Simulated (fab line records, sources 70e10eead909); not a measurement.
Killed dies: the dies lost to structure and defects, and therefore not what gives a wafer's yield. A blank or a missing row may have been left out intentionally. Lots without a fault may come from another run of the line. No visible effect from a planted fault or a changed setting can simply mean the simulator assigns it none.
Check for tools in common | flow nand-harc | Sampled: 12 lots, 36 wafers

## THE REASON FOR OPENING IT
Flagged at NHARC_P_M2_CD_MEAS_09: reading cd-nm, on 2 of 12 lots. Fault-free wafers read 170.3 nm, with a standard deviation of 0.63.
Rule: a lot is flagged in two cases, either no wafer of it has a number, or all its wafers with numbers fall more than 4 standard deviations from that mean. The other lots count as sound.

lot  | measured     | on        | cd-nm (nm), wafer by wafer | flag
L485 | day 6 14:23  | cd-sem-01 | 169.9 170.3 169.4          |
L486 | day 6 17:37  | cd-sem-03 | 171.0 169.9 171.0          |
L488 | day 7 00:52  | cd-sem-03 | 169.8 169.8 169.2          |
L490 | day 7 16:42  | cd-sem-01 | 170.9 170.3 170.1          |
L491 | day 8 02:56  | cd-sem-03 | 171.1 170.9 170.3          |
L492 | day 8 06:31  | cd-sem-03 | 169.3 169.7 169.7          |
L493 | day 8 11:02  | cd-sem-03 | 169.7 169.4 169.9          |
L496 | day 9 09:53  | cd-sem-01 | 177.9 176.9 177.9          | FLAGGED
L500 | day 10 11:28 | cd-sem-01 | 176.5 175.8 176.0          | FLAGGED
L503 | day 11 02:06 | cd-sem-02 | 171.1 170.5 171.3          |
L504 | day 11 03:19 | cd-sem-02 | 171.5 170.5 170.2          |
L506 | day 11 21:50 | cd-sem-03 | 170.1 171.0 171.0          |
The mean of the flagged lots' numbers is 176.8 nm, +6.5 nm from the usual (+10 standard deviations).

## EACH LOT AND THE TOOL IT RAN ON
Before the reading, the record contains 3 process steps out of a 1159-step route. Cell contents, in order: the tool; ch with the chambers the sampled wafers went through; the start.
lot  | flag    | NHARC_P_M1_STRIP_18                | NHARC_P_M1_PVD_20                       | NHARC_P_M2_PEB_07
L485 |         | rie-diel-04 ch 1,2, day 6 10:49    | pvd-sputter-01, day 6 14:17 or earlier  | litho-track-04 ch 0, day 6 14:17
L486 |         | rie-diel-08 ch 0,2,3, day 6 14:00  | pvd-sputter-02, day 6 17:32 or earlier  | litho-track-06 ch 0, day 6 17:32
L488 |         | rie-diel-08 ch 1,2,3, day 6 21:14  | pvd-sputter-03, day 7 00:47 or earlier  | litho-track-01 ch 0, day 7 00:47
L490 |         | rie-diel-04 ch 1,2,3, day 7 13:10  | pvd-sputter-01, day 7 16:37 or earlier  | litho-track-06 ch 0, day 7 16:37
L491 |         | rie-diel-04 ch 0,2,3, day 7 23:29  | pvd-sputter-03, day 8 02:52 or earlier  | litho-track-06 ch 0, day 8 02:52
L492 |         | rie-diel-10 ch 0,1,2, day 8 03:04  | pvd-sputter-01, day 8 06:26 or earlier  | litho-track-01 ch 0, day 8 06:26
L493 |         | rie-diel-08 ch 0,2,3, day 8 07:28  | pvd-sputter-02, day 8 10:58 or earlier  | litho-track-04 ch 0, day 8 10:58
L496 | FLAGGED | rie-diel-04 ch 0,2,3, day 9 06:12  | pvd-sputter-03, day 9 09:49 or earlier  | litho-track-04 ch 0, day 9 09:49
L500 | FLAGGED | rie-diel-10 ch 0,3, day 10 07:52   | pvd-sputter-03, day 10 11:23 or earlier | litho-track-04 ch 0, day 10 11:23
L503 |         | rie-diel-08 ch 1,2,3, day 10 22:32 | pvd-sputter-02, day 11 02:01 or earlier | litho-track-06 ch 0, day 11 02:01
L504 |         | rie-diel-10 ch 0,2,3, day 10 23:26 | pvd-sputter-03, day 11 03:14 or earlier | litho-track-06 ch 0, day 11 03:14
L506 |         | rie-diel-04 ch 0,2, day 11 18:11   | pvd-sputter-02, day 11 21:45 or earlier | litho-track-06 ch 0, day 11 21:45
These steps, and what they do:
- NHARC_P_M1_STRIP_18: strips in N2/H2.
- NHARC_P_M1_PVD_20: deposits TaN, target thk 5 nm, time 8.06 s.
- NHARC_P_M2_PEB_07: peb time 65 s.
- NHARC_P_M2_CD_MEAS_09: target cd 170 nm.

## FLAGGED AGAINST TOTAL, ONE TOOL AT A TIME (gauges that did the reading follow at the end)
step                  | tool           | lots run | flagged | share of the flagged lots | sound lots run after its first flagged lot
NHARC_P_M1_STRIP_18   | rie-diel-04    | 5        | 1       | some                      | 1 (L506)
NHARC_P_M1_STRIP_18   | rie-diel-08    | 4        | 0       | none                      | -
NHARC_P_M1_STRIP_18   | rie-diel-10    | 3        | 1       | some                      | 1 (L504)
NHARC_P_M1_PVD_20     | pvd-sputter-01 | 3        | 0       | none                      | -
NHARC_P_M1_PVD_20     | pvd-sputter-02 | 4        | 0       | none                      | -
NHARC_P_M1_PVD_20     | pvd-sputter-03 | 5        | 2       | all                       | 1 (L504)
NHARC_P_M2_PEB_07     | litho-track-01 | 2        | 0       | none                      | -
NHARC_P_M2_PEB_07     | litho-track-04 | 4        | 2       | all                       | 0
NHARC_P_M2_PEB_07     | litho-track-06 | 6        | 0       | none                      | -
NHARC_P_M2_CD_MEAS_09 | cd-sem-01      | 4        | 2       | all                       | 0
NHARC_P_M2_CD_MEAS_09 | cd-sem-02      | 2        | 0       | none                      | -
NHARC_P_M2_CD_MEAS_09 | cd-sem-03      | 6        | 0       | none                      | -
Because NHARC_P_M1_PVD_20 lacks a start for some lots, the hours and order of its lots are taken from NHARC_P_M2_PEB_07.

## THE TABLE: WHAT IT ALLOWS
pvd-sputter-03 at NHARC_P_M1_PVD_20, litho-track-04 at NHARC_P_M2_PEB_07 and cd-sem-01 at NHARC_P_M2_CD_MEAS_09: these 3 rows of the table ran every flagged lot.
- pvd-sputter-03 at NHARC_P_M1_PVD_20: 2 of its 5 lots flagged. Sound lots followed the first flagged one (L504) on it, something a lasting fault affecting the whole tool could not allow.
- litho-track-04 at NHARC_P_M2_PEB_07: 2 of its 4 lots flagged. Last sound lot L493 at day 8 10:58, first flagged lot L496 at day 9 09:49; a fault beginning in between fits. Its own readings lie more than 4 standard deviations out on every wafer of the flagged lots: heater-power-total-W, plate-temp-C.
- cd-sem-01 at NHARC_P_M2_CD_MEAS_09: 2 of its 4 lots flagged. Last sound lot L490 at day 7 16:42, first flagged lot L496 at day 9 09:53; a fault beginning in between fits.
A lot count leaves these 2 tools indistinguishable: every one of them fits a fault beginning at some hour. More lots, or a look at what each step does to the wafer, might.

## WHAT THE SIMULATOR PUT IN
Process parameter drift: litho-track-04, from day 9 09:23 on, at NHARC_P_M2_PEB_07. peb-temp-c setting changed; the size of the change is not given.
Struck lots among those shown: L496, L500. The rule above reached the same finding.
